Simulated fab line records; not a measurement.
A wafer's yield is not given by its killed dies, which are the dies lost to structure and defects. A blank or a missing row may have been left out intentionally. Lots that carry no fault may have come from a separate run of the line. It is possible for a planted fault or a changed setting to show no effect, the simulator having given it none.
What tool caused it?	flow n5-finfet	route of 1938 steps, sampled at 1 step: 12 lots, 36 wafers

WHAT THE GAUGES SHOWED, per wafer
N5_FIN_CUT_CD_MEAS_08 targets a cd of 29.1 nm.
lot	measured	on	cd-nm (nm)
L075	day 2 14:01	cd-sem-01	29.35 29.10 29.04
L077	day 2 22:32	cd-sem-01	29.15 28.90 29.51
L079	day 3 15:15	cd-sem-02	29.17 29.13 29.06
L081	day 3 22:28	cd-sem-03	29.08 28.97 28.89
L083	day 4 09:46	cd-sem-01	29.16 29.35 29.36
L085	day 4 23:34	cd-sem-03	29.08 29.11 29.14
L087	day 5 09:28	cd-sem-03	29.35 29.00 29.15
L089	day 5 20:46	cd-sem-03	29.42 29.48 29.39
L091	day 6 09:02	cd-sem-02	28.87 29.37 28.91
L093	day 6 21:21	cd-sem-01	29.05 29.15 29.20
L095	day 7 09:11	cd-sem-02	29.54 29.30 29.00
L097	day 7 21:28	cd-sem-03	28.68 29.28 29.28

WHAT TOOL EACH LOT RAN ON (gives the tool, then ch and the chambers of the sampled wafers, and finally the start)
The record holds no process step before these readings.

THE ANSWER, worked out from the rows above alone
Rule: the usual values come from the lots themselves. Put in order of their means at a reading, lots are off if they are a third of the lots or fewer, leave a main group of 4 or more, and stand apart from it by a gap of 3 or more times the standard deviation of the main group's means; of several such gaps the widest counts. A main group is skipped when, at the precision printed for the reading in the tables above, its means are all equal. Also off: a lot with no number at a reading for which 4 or more lots have one. The other lots that the step has rows for count as sound.
No lot is off on any of the readings shown, so nothing can be concluded from this.

WHAT THE SIMULATOR PUT IN
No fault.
